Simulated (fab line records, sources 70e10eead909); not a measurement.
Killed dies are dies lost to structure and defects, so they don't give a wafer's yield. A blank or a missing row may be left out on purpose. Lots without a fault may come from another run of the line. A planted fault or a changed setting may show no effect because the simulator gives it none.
fab line records | flow nand_harc | part 1 of 2: steps 1 to 3 of 6
record lots=24 wafers=72 last_day=33
route steps=1302 shown P_GATE@124 P_CONTACT@233
lots that met no fault: from a run of the same line without faults
start_h: hours from the record's first day to the start of the lot's first wafer shown | wait_h: hours since the lot's step before | " the same as in the row above | L1.1+2: a row that stands for several wafers | - no value, or no start given | * or withheld: withheld | < > ~ a bound
route shown NAME@n: a module of which the file shows steps, and the number in the route of the first | usual: mean/standard deviation of fault-free wafers | same: alike in all rows | chamber/n: place in a boat | sites: the reading at each site | _std_site: their standard deviation | _edge_site: outer sites' mean less inner sites' | radius_mm: how far each site lies from the wafer's centre | mask NAME#n: copy n | behind: the tool/chamber that last shaped the wafer | hold: why the lot was held/for how many hours/how that ended | device: the transistor (n, p or np) that didn't switch | end of line: the same wafers' tests at the end of the route | a step without rows: its recipe alone | killed: dies lost to structure and defects at the first sort, not the wafer's yield | map: a wafer's dies, x killed, . not, _ none there
set.NAME: the setting as run; set.NAME@STEP: as run at that earlier step | model.NAME: the simulator's own value behind a step, which no gauge read
steps of the route over a sample of lots; a table a step, a row a wafer
services: from which hour (start_h, from the record's first day; less than 0 if before it) a tool's chamber was out of use, for how many hours, and why
## steps
# step NHARC_P_GATE_DESCUM_13
# recipe time_s=3 o2_flow_sccm=200 ar_flow_sccm=0 bias_power_w=0 chemistry=O2
# usual chamber_pressure_mTorr=60.00/0.049 drypump_motor_current_A=5.7/0.5 oes_product_au=1.005/0.0084 rf_vpp_V=58.0/0.89 showerhead_plenum_p_Torr=1.94/0.073 throttle_valve_pct=11.309/0.0087
# columns lot.wafer tool chamber start_h wait_h chamber_pressure_mTorr drypump_motor_current_A oes_product_au rf_hours_counter_h rf_vpp_V showerhead_plenum_p_Torr throttle_valve_pct
L074.1 rie_diel-10 3 80.48 - 59.93 5.1 1.004 0.5 57.8 1.97 11.301
L074.2 " 0 " " 60.05 6.2 1.006 0.5 58.8 2.04 11.317
L074.4 " 2 " " 60.01 6.4 1.004 - 58.0 1.95 11.301
L075.3 rie_diel-03 0 91.95 - 60.00 5.7 1.012 4.7 58.1 2.07 11.314
L075.1 " 2 " " 60.02 5.2 0.996 8.2 58.3 1.95 11.303
L075.6 " 1 " " 59.96 6.1 1.007 - 58.3 2.01 11.313
L076.4 rie_diel-10 2 107.18 - 59.96 6.3 1.012 4.2 58.9 1.95 11.322
L076.1 " 1 " " 59.91 5.6 1.005 1.9 57.3 1.86 11.321
L076.5 " 2 " " 60.02 6.3 1.007 - 57.0 1.95 11.298
L077.4 rie_diel-11 3 112.19 - 59.93 6.1 0.998 1.2 56.5 1.81 11.307
L077.5 " 0 " " 60.06 5.1 0.997 - 58.2 1.84 11.298
L077.6 " 1 " " 59.99 4.9 0.992 - 58.6 1.91 11.315
L078.1 rie_diel-10 0 125.48 - 60.02 6.2 1.011 4.8 58.6 2.04 11.315
L078.2 " 2 " " 59.97 6.4 1.021 5.4 57.5 1.95 11.303
L078.6 " 1 " " 60.06 5.6 1.020 - 58.7 1.86 11.304
L079.4 rie_diel-10 1 131.20 - 59.98 5.6 1.000 2.9 59.2 1.86 11.318
L079.1 " 0 " " 60.09 6.2 1.007 5.0 58.8 2.04 11.321
L079.6 " 1 " " 59.93 5.6 1.013 - 57.5 1.86 11.322
L080.2 rie_diel-11 1 139.09 - 60.01 4.9 0.990 3.1 57.4 1.91 11.306
L080.3 " 2 " " 59.92 5.9 0.986 2.2 58.2 1.94 11.312
L080.5 " 2 " " 59.98 5.9 0.987 - 58.1 1.93 11.313
L081.4 rie_diel-03 2 150.66 - 60.00 5.2 1.007 3.3 58.7 1.94 11.311
L081.3 " 0 " " 60.04 5.7 0.998 1.8 59.0 2.06 11.289
L081.2 " 1 " " 59.96 6.1 1.024 2.0 59.4 2.01 11.319
L082.4 rie_diel-10 2 164.26 - 59.91 6.4 1.004 7.5 57.8 1.95 11.306
L082.3 " 0 " " 60.02 6.2 1.013 6.2 59.3 2.04 11.309
L082.5 " 1 " " 59.88 5.6 1.019 - 58.7 1.86 11.317
L083.3 rie_diel-03 2 171.50 - 59.95 5.2 1.005 4.5 58.3 1.94 11.321
L083.4 " 1 " " 60.04 6.1 1.002 3.3 57.0 2.01 11.300
L083.6 " 2 " " 60.02 5.2 1.000 - 59.9 1.94 11.316
L084.1 rie_diel-11 2 183.44 - 60.03 5.9 0.986 3.6 59.0 1.93 11.309
L084.6 " 1 " " 60.07 5.0 0.988 - 58.5 1.91 11.316
L084.5 " 2 " " 60.03 5.9 0.995 - 58.3 1.93 11.307
L085.3 rie_diel-10 0 188.03 - 59.96 6.2 1.006 9.4 57.9 2.04 11.307
L085.1 " 1 " " 59.93 5.6 1.017 7.1 58.2 1.85 11.307
L085.4 " 3 " " 59.99 5.1 1.000 - 58.5 1.97 11.304
L086.2 rie_diel-10 1 200.62 - 59.90 5.6 1.006 8.2 57.2 1.85 11.317
L086.5 " 3 " " 59.95 5.2 1.016 - 57.5 1.97 11.298
L086.6 " 0 " " 59.94 6.2 1.010 - 57.2 2.04 11.311
L087.1 rie_diel-03 0 212.83 - 60.01 5.7 1.013 4.3 59.6 2.06 11.313
L087.2 " 1 " " 60.01 6.1 0.994 5.2 58.0 2.01 11.313
L087.6 " 3 " " 60.02 5.0 1.003 - 57.2 1.90 11.311
L089.2 rie_diel-11 1 227.34 - 60.05 4.9 1.001 6.6 57.7 1.91 11.320
L089.1 " 3 " " 59.99 6.1 1.004 8.1 58.4 1.81 11.314
L089.6 " 1 " " 59.98 4.9 1.001 - 59.1 1.91 11.313
L088.4 rie_diel-11 0 227.50 - 60.04 5.1 0.996 7.5 58.6 1.84 11.324
L088.1 " 1 " " 59.96 5.0 1.001 6.6 56.4 1.91 11.319
L088.5 " 3 " " 59.94 6.1 1.010 - 57.0 1.81 11.304
L090.4 rie_diel-03 0 238.44 - 60.04 5.7 1.008 5.0 59.6 2.06 11.306
L090.1 " 1 " " 60.03 6.1 1.009 6.2 56.6 2.01 11.302
L090.6 " 0 " " 59.99 5.7 1.014 - 58.5 2.06 11.307
L091.4 rie_diel-03 1 250.68 - 59.97 6.1 1.009 7.9 58.3 2.01 11.332
L091.2 " 2 " " 60.05 5.2 1.003 8.1 57.2 1.94 11.310
L091.1 " 3 " " 60.01 5.0 0.998 7.2 56.9 1.89 11.315
L092.4 rie_diel-10 2 259.91 - 60.03 6.4 1.010 1.5 58.8 1.95 11.300
L092.2 " 0 " " 60.03 6.2 1.012 1.0 58.3 2.03 11.318
L092.6 " 2 " " 60.00 6.3 1.007 - 57.6 1.95 11.311
L093.1 rie_diel-10 3 272.62 - 59.99 5.1 0.997 1.8 58.4 1.97 11.300
L093.2 " 0 " " 60.05 6.1 0.999 1.7 58.8 2.03 11.322
L093.5 " 3 " " 59.97 5.1 1.015 - 55.7 1.97 11.324
L094.1 rie_diel-10 0 282.25 - 60.02 6.2 1.009 2.9 57.3 2.03 11.307
L094.5 " 0 " " 59.97 6.2 1.009 - 58.5 2.03 11.324
L094.4 " 1 " " 60.03 5.7 1.005 - 60.5 1.85 11.295
L095.2 rie_diel-11 2 292.41 - 59.96 5.9 1.000 0.5 57.9 1.93 11.301
L095.4 " 0 " " 59.99 5.1 1.001 0.6 59.0 1.84 11.309
L095.5 " 3 " " 60.03 6.1 1.001 - 56.2 1.81 11.331
L096.2 rie_diel-10 2 305.81 - 60.09 6.4 1.012 6.0 58.6 1.95 11.312
L096.4 " 3 " " 59.93 5.1 1.007 4.7 58.1 1.97 11.311
L096.6 " 2 " " 60.10 6.4 1.009 - 57.5 1.95 11.311
L097.2 rie_diel-10 1 311.76 - 60.02 5.6 1.007 5.5 58.6 1.85 11.299
L097.4 " 2 " " 59.98 6.4 1.019 6.1 59.3 1.95 11.305
L097.6 " 1 " " 60.03 5.6 1.012 - 57.5 1.85 11.295
# step NHARC_P_GATE_OVL_MEAS_27
# usual overlay_x_nm=0.3/0.96 overlay_y_nm=0.2/0.82
# columns lot.wafer tool chamber start_h wait_h overlay_x_nm overlay_y_nm
L074.1 overlay-02 - 95.71 - 0.6 -0.7
L074.2 " - " " 0.6 -0.8
L074.4 " - " " 0.1 -0.7
L075.1 overlay-02 - 107.16 - 0.6 -1.3
L075.3 " - " " 0.0 -1.3
L075.6 " - " " 0.4 -1.1
L076.1 overlay-02 - 121.48 - 0.4 1.7
L076.4 " - " " 0.8 1.2
L076.5 " - " " 0.3 2.2
L077.4 overlay-02 - 131.15 - -0.2 -0.2
L077.5 " - " " 0.0 0.1
L077.6 " - " " -0.3 -0.2
L078.1 overlay-02 - 141.57 - 2.3 -0.2
L078.2 " - " " 2.3 -0.5
L078.6 " - " " 2.6 0.1
L079.1 overlay-01 - 145.14 - -0.6 -0.3
L079.4 " - " " -0.7 -0.6
L079.6 " - " " -0.8 0.0
L080.2 overlay-02 - 153.24 - 0.1 1.1
L080.3 " - " " 0.3 1.3
L080.5 " - " " 0.2 1.1
L081.2 overlay-01 - 166.44 - 1.8 1.0
L081.3 " - " " 1.2 1.0
L081.4 " - " " 1.0 1.0
L082.3 overlay-01 - 181.69 - -1.5 0.7
L082.4 " - " " -1.4 0.6
L082.5 " - " " -1.4 0.8
L083.3 overlay-01 - 188.00 - 0.4 -1.3
L083.4 " - " " 0.4 -1.5
L083.6 " - " " 0.3 -1.7
L084.1 overlay-01 - 203.90 - -0.1 0.1
L084.5 " - " " -0.4 0.0
L084.6 " - " " -0.2 0.0
L085.1 overlay-01 - 204.80 - 1.1 0.1
L085.3 " - " " 1.0 -0.1
L085.4 " - " " 1.1 -0.4
L086.2 overlay-01 - 214.37 - 0.0 0.1
L086.5 " - " " 0.0 0.5
L086.6 " - " " -0.2 -0.1
L087.1 overlay-02 - 229.12 - 0.2 0.7
L087.2 " - " " 0.7 0.2
L087.6 " - " " 0.7 1.0
L089.1 overlay-02 - 244.82 - 0.5 0.3
L089.2 " - " " 0.0 0.2
L089.6 " - " " 0.4 0.5
L088.1 overlay-02 - 245.02 - -0.2 0.6
L088.4 " - " " 0.3 0.6
L088.5 " - " " 0.1 0.8
L090.1 overlay-02 - 254.60 - 0.3 0.0
L090.4 " - " " -0.1 -0.2
L090.6 " - " " -0.2 -0.4
L091.1 overlay-02 - 265.75 - 0.7 -0.5
L091.2 " - " " 1.3 0.0
L091.4 " - " " 1.4 0.2
L092.2 overlay-02 - 274.18 - 2.0 0.8
L092.4 " - " " 1.7 0.8
L092.6 " - " " 1.9 1.1
L093.1 overlay-01 - 291.63 - 1.2 0.5
L093.2 " - " " 0.3 0.8
L093.5 " - " " 0.2 0.9
L094.1 overlay-01 - 296.22 - 1.1 0.8
L094.4 " - " " 0.9 0.1
L094.5 " - " " 1.1 0.1
L095.2 overlay-02 - 307.76 - -0.8 0.7
L095.4 " - " " -0.6 0.3
L095.5 " - " " 0.2 1.0
L096.2 overlay-01 - 319.85 - -0.9 -1.1
L096.4 " - " " -1.7 -1.0
L096.6 " - " " -1.3 -1.1
L097.2 overlay-02 - 327.31 - -1.0 0.0
L097.4 " - " " -1.3 0.4
L097.6 " - " " -1.4 0.5
# step NHARC_P_GATE_DESCUM_31
# recipe time_s=3 o2_flow_sccm=200 ar_flow_sccm=0 bias_power_w=0 chemistry=O2
# usual chamber_pressure_mTorr=60.00/0.053 drypump_motor_current_A=5.6/0.5 oes_product_au=1.003/0.0071 rf_vpp_V=57.8/0.92 showerhead_plenum_p_Torr=1.92/0.076 throttle_valve_pct=11.310/0.0078
# columns lot.wafer tool chamber start_h wait_h chamber_pressure_mTorr drypump_motor_current_A oes_product_au rf_hours_counter_h rf_vpp_V showerhead_plenum_p_Torr throttle_valve_pct
L074.1 rie_diel-10 2 95.82 0.1 60.07 6.4 1.007 2.5 57.8 1.95 11.306
L074.4 " 3 " " 60.02 5.1 1.000 2.5 59.0 1.97 11.314
L074.2 " 0 " " 60.10 6.2 1.012 2.5 58.9 2.04 11.308
L075.1 rie_diel-11 0 107.27 0.1 60.00 5.2 1.000 0.2 57.5 1.84 11.323
L075.3 " 1 " " 60.03 5.0 1.008 0.2 58.2 1.91 11.307
L075.6 " 3 " " 60.02 6.1 1.010 - 57.3 1.81 11.314
L076.4 rie_diel-03 3 121.58 0.1 59.99 5.0 1.003 0.2 56.2 1.90 11.306
L076.1 " 1 " " 59.95 6.1 1.010 0.2 58.0 2.01 11.301
L076.5 " 3 " " 59.96 5.0 1.011 - 57.8 1.90 11.311
L077.6 rie_diel-11 3 131.28 0.1 59.96 6.1 1.015 - 56.9 1.81 11.321
L077.5 " 0 " " 59.95 5.1 0.997 - 59.9 1.84 11.302
L077.4 " 1 " " 60.05 4.9 0.984 - 56.8 1.91 11.326
L078.2 rie_diel-03 0 141.67 0.1 60.01 5.7 1.000 1.5 58.8 2.06 11.310
L078.1 " 3 " " 60.08 5.0 1.010 2.7 57.8 1.90 11.310
L078.6 " 0 " " 60.00 5.6 0.998 - 57.0 2.06 11.329
L079.4 rie_diel-10 3 145.24 0.1 60.11 5.2 1.015 5.7 57.5 1.97 11.305
L079.1 " 0 " " 59.99 6.2 1.019 5.5 57.9 2.04 11.323
L079.6 " 3 " " 60.03 5.2 1.010 - 57.6 1.97 11.314
L080.3 rie_diel-10 2 153.34 0.1 60.00 6.4 1.012 6.5 59.7 1.95 11.304
L080.2 " 3 " " 60.03 5.1 1.008 5.9 58.2 1.97 11.310
L080.5 " 2 " " 59.97 6.4 1.010 - 58.1 1.95 11.310
L081.3 rie_diel-11 2 166.54 0.1 60.06 5.9 1.003 3.2 56.5 1.94 11.292
L081.2 " 3 " " 59.90 6.0 1.002 4.8 55.9 1.81 11.290
L081.4 " 1 " " 60.00 5.0 0.993 4.0 56.4 1.91 11.306
L082.3 rie_diel-11 3 181.79 0.1 60.06 6.1 1.007 5.0 58.0 1.81 11.319
L082.4 " 2 " " 60.06 5.9 0.995 3.5 59.9 1.94 11.302
L082.5 " 3 " " 60.04 6.1 1.008 - 57.1 1.81 11.311
L083.3 rie_diel-11 2 188.09 0.1 59.96 5.9 0.997 3.7 57.9 1.93 11.309
L083.4 " 3 " " 59.95 6.1 1.001 5.3 57.3 1.81 11.323
L083.6 " 2 " " 60.05 5.9 0.995 - 57.9 1.93 11.312
L084.1 rie_diel-10 1 204.02 0.1 60.11 5.6 1.010 8.2 57.8 1.85 11.314
L084.5 " 2 " " 60.01 6.3 1.013 - 58.0 1.95 11.313
L084.6 " 3 " " 59.90 5.1 1.008 - 57.4 1.97 11.317
L085.1 rie_diel-03 3 204.90 0.1 59.97 5.0 1.007 5.3 58.1 1.90 11.316
L085.4 " 1 " " 59.94 6.1 1.011 5.0 58.4 2.01 11.315
L085.3 " 2 " " 59.92 5.2 1.001 6.0 57.3 1.94 11.302
L086.2 rie_diel-11 2 214.47 0.1 59.96 6.0 0.999 5.0 59.1 1.93 11.315
L086.5 " 2 " " 59.98 6.0 0.993 - 58.2 1.93 11.316
L086.6 " 3 " " 60.01 6.1 1.005 - 58.1 1.81 11.312
L087.2 rie_diel-03 0 229.23 0.1 60.03 5.7 1.006 4.7 60.0 2.06 11.310
L087.1 " 1 " " 60.09 6.1 1.011 5.8 57.4 2.01 11.305
L087.6 " 3 " " 60.06 5.0 1.006 - 59.2 1.89 11.330
L089.1 rie_diel-03 1 245.19 0.3 60.03 6.1 1.006 7.5 59.3 2.01 11.298
L089.2 " 2 " " 60.01 5.2 1.003 7.8 58.8 1.94 11.308
L089.6 " 0 " " 60.06 5.7 1.010 - 58.2 2.06 11.309
L088.1 rie_diel-03 3 245.24 0.2 59.99 5.0 0.990 6.9 57.4 1.89 11.311
L088.4 " 0 " " 60.04 5.7 1.005 6.2 58.4 2.06 11.305
L088.5 " 2 " " 60.08 5.2 1.003 - 57.5 1.94 11.318
L090.1 rie_diel-11 2 254.72 0.1 59.93 5.9 0.996 9.0 59.1 1.93 11.308
L090.6 " 0 " " 59.99 5.1 0.996 - 57.0 1.84 11.323
L090.4 " 2 " " 59.91 5.9 1.000 - 58.2 1.93 11.302
L091.4 rie_diel-10 2 265.85 0.1 60.04 6.4 0.998 2.5 58.6 1.95 11.300
L091.1 " 0 " " 59.95 6.2 0.999 1.6 58.2 2.03 11.300
L091.2 " 1 " " 60.00 5.6 0.999 2.4 56.8 1.85 11.312
L092.4 rie_diel-11 2 274.28 0.1 59.98 5.9 1.003 0.3 57.9 1.93 11.312
L092.2 " 3 " " 60.00 6.1 1.012 0.3 57.0 1.81 11.314
L092.6 " 1 " " 60.10 4.9 1.003 - 58.4 1.91 11.320
L093.2 rie_diel-11 2 291.75 0.1 60.01 5.9 0.996 0.5 57.1 1.93 11.305
L093.1 " 3 " " 60.09 6.1 1.005 0.5 58.5 1.81 11.309
L093.5 " 0 " " 60.03 5.1 1.008 - 58.0 1.84 11.324
L094.4 rie_diel-11 2 296.34 0.1 60.05 5.9 1.005 0.5 59.5 1.93 11.306
L094.1 " 3 " " 59.95 6.1 1.007 0.6 57.5 1.81 11.310
L094.5 " 0 " " 59.95 5.1 0.991 - 58.1 1.84 11.297
L095.2 rie_diel-11 0 307.86 0.1 60.10 5.2 0.992 0.9 57.5 1.84 11.311
L095.4 " 2 " " 60.04 5.9 1.010 0.8 55.9 1.93 11.299
L095.5 " 1 " " 60.05 4.9 1.008 - 57.0 1.91 11.304
L096.4 rie_diel-10 2 319.95 0.1 59.99 6.3 1.004 7.0 57.8 1.95 11.311
L096.2 " 3 " " 60.02 5.1 0.998 5.7 58.5 1.97 11.303
L096.6 " 2 " " 59.96 6.4 1.011 - 58.4 1.95 11.304
L097.2 rie_diel-11 0 327.43 0.1 60.01 5.1 0.999 1.3 59.4 1.84 11.322
L097.4 " 2 " " 59.93 6.0 1.002 - 56.8 1.93 11.306
L097.6 " 3 " " 59.99 6.1 1.000 - 56.8 1.81 11.296
